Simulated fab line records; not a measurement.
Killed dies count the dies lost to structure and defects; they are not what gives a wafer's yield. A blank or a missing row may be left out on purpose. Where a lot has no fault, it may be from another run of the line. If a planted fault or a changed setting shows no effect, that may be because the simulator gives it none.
Which tool did it? / flow n5 finfet / Sampling: 12 lots, 36 wafers, 5 of 1938 route steps

== WHAT THE GAUGES READ, wafer by wafer ==
N5_SD_EPI_P_INSPECT_11: inspects for defects (macro).
lot=L075; measured=day 3 14:47; on=defect inspect-02; raw defect count=2 1 2
lot=L077; measured=day 4 02:48; on=defect inspect-02; raw defect count=0 2 0
lot=L079; measured=day 4 11:03; on=defect inspect-02; raw defect count=4 2 2
lot=L081; measured=day 4 23:46; on=defect inspect-01; raw defect count=1 1 1
lot=L083; measured=day 5 11:37; on=defect inspect-01; raw defect count=3 1 2
lot=L085; measured=day 6 04:55; on=defect inspect-01; raw defect count=2 4 2
lot=L087; measured=day 6 22:56; on=defect inspect-01; raw defect count=1 2 0
lot=L089; measured=day 7 11:35; on=defect inspect-01; raw defect count=3 0 0
lot=L091; measured=day 8 01:03; on=defect inspect-01; raw defect count=2 2 4
lot=L093; measured=day 8 14:51; on=defect inspect-01; raw defect count=1 4 2
lot=L094; measured=day 9 02:43; on=defect inspect-01; raw defect count=3 2 2
lot=L096; measured=day 9 05:05; on=defect inspect-01; raw defect count=3 2 5

== WHICH TOOL RAN EACH LOT (tool, then ch and the chambers of the sampled wafers, then the start) ==
lot=L075; N5_DUMMY_GATE_ETCH_32=rie si-04 ch 1,2,3, day 3 08:36; N5_SD_EPI_N_ETCHBACK_44=rie diel-05 ch 2,3, day 3 10:56; N5_SD_EPI_N_ETCH_16=rie diel-05 ch 2,3, day 3 11:08; N5_SD_EPI_N_STRIP_38=plasma asher-01 ch 0,1, day 3 11:18
lot=L077; N5_DUMMY_GATE_ETCH_32=rie si-04 ch 0,1,3, day 3 19:50; N5_SD_EPI_N_ETCHBACK_44=rie diel-02 ch 1,3, day 3 22:54; N5_SD_EPI_N_ETCH_16=rie diel-02 ch 1,3, day 3 23:06; N5_SD_EPI_N_STRIP_38=plasma asher-02 ch 0,1, day 3 23:16
lot=L079; N5_DUMMY_GATE_ETCH_32=rie si-04 ch 1,2,3, day 4 04:09; N5_SD_EPI_N_ETCHBACK_44=rie diel-04 ch 1,2,3, day 4 06:17; N5_SD_EPI_N_ETCH_16=rie diel-04 ch 1,2,3, day 4 06:29; N5_SD_EPI_N_STRIP_38=plasma asher-01 ch 0,1, day 4 06:40
lot=L081; N5_DUMMY_GATE_ETCH_32=rie si-06 ch 1,2,3, day 4 17:23; N5_SD_EPI_N_ETCHBACK_44=rie diel-04 ch 1,2,3, day 4 19:27; N5_SD_EPI_N_ETCH_16=rie diel-04 ch 1,2,3, day 4 19:39; N5_SD_EPI_N_STRIP_38=plasma asher-01 ch 0,1, day 4 19:49
lot=L083; N5_DUMMY_GATE_ETCH_32=rie si-06 ch 0,1,3, day 5 04:24; N5_SD_EPI_N_ETCHBACK_44=rie diel-05 ch 0,1, day 5 06:53; N5_SD_EPI_N_ETCH_16=rie diel-05 ch 0,1, day 5 07:05; N5_SD_EPI_N_STRIP_38=plasma asher-02 ch 0,1, day 5 07:16
lot=L085; N5_DUMMY_GATE_ETCH_32=rie si-04 ch 2,3, day 5 21:47; N5_SD_EPI_N_ETCHBACK_44=rie diel-02 ch 1,2, day 6 00:08; N5_SD_EPI_N_ETCH_16=rie diel-02 ch 1,2, day 6 00:20; N5_SD_EPI_N_STRIP_38=plasma asher-02 ch 0,1, day 6 00:31
lot=L087; N5_DUMMY_GATE_ETCH_32=rie si-06 ch 2,3, day 6 07:24; N5_SD_EPI_N_ETCHBACK_44=rie diel-02 ch 0,1,3, day 6 09:38; N5_SD_EPI_N_ETCH_16=rie diel-02 ch 0,1,3, day 6 09:50; N5_SD_EPI_N_STRIP_38=plasma asher-02 ch 0,1, day 6 10:02
lot=L089; N5_DUMMY_GATE_ETCH_32=rie si-05 ch 0,3, day 7 00:58; N5_SD_EPI_N_ETCHBACK_44=rie diel-02 ch 1,2,3, day 7 04:31; N5_SD_EPI_N_ETCH_16=rie diel-02 ch 1,2,3, day 7 04:43; N5_SD_EPI_N_STRIP_38=plasma asher-02 ch 0,1, day 7 04:53
lot=L091; N5_DUMMY_GATE_ETCH_32=rie si-06 ch 0,1,3, day 7 17:46; N5_SD_EPI_N_ETCHBACK_44=rie diel-02 ch 0,2,3, day 7 20:20; N5_SD_EPI_N_ETCH_16=rie diel-02 ch 0,2,3, day 7 20:32; N5_SD_EPI_N_STRIP_38=plasma asher-02 ch 0,1, day 7 20:41
lot=L093; N5_DUMMY_GATE_ETCH_32=rie si-04 ch 0,1,2, day 8 07:54; N5_SD_EPI_N_ETCHBACK_44=rie diel-05 ch 1,2, day 8 09:58; N5_SD_EPI_N_ETCH_16=rie diel-05 ch 1,2, day 8 10:10; N5_SD_EPI_N_STRIP_38=plasma asher-02 ch 0,1, day 8 10:20
lot=L094; N5_DUMMY_GATE_ETCH_32=rie si-06 ch 1,2,3, day 8 19:17; N5_SD_EPI_N_ETCHBACK_44=rie diel-02 ch 0,3, day 8 21:52; N5_SD_EPI_N_ETCH_16=rie diel-02 ch 0,3, day 8 22:04; N5_SD_EPI_N_STRIP_38=plasma asher-01 ch 0,1, day 8 22:14
lot=L096; N5_DUMMY_GATE_ETCH_32=rie si-04 ch 0,2,3, day 8 20:20; N5_SD_EPI_N_ETCHBACK_44=rie diel-04 ch 0,2,3, day 9 00:07; N5_SD_EPI_N_ETCH_16=rie diel-04 ch 0,2,3, day 9 00:19; N5_SD_EPI_N_STRIP_38=plasma asher-01 ch 0,1, day 9 00:37
- N5_DUMMY_GATE_ETCH_32: etches SiO2 in CF4, target depth 3.5 nm, time 3.9 s.
- N5_SD_EPI_N_ETCHBACK_44: etches SiNx in CH3F/O2, stops on SiO2, target depth 14.5 nm.
- N5_SD_EPI_N_ETCH_16: etches SiO2 in CHF3/O2, target depth 5 nm.
- N5_SD_EPI_N_STRIP_38: strips in N2/H2.

== THE ANSWER, worked out from the rows above alone ==
Rule: the lots themselves supply what counts as usual. The widest of any qualifying gaps counts: lots, ordered by their means at a reading, are off when they make up no more than a third of the lots, leave a main group of 4 or more, and stand apart from it by 3 or more times the standard deviation of that group's means. A main group is skipped when, at the precision printed for the reading in the tables above, its means are all equal. Also off: a lot with no number at a reading for which 4 or more lots have one. Where the step has rows for the other lots, those lots are counted as sound.
No lot is off at any reading shown: from this, nothing can be told.

== WHAT THE SIMULATOR HAD PUT IN ==
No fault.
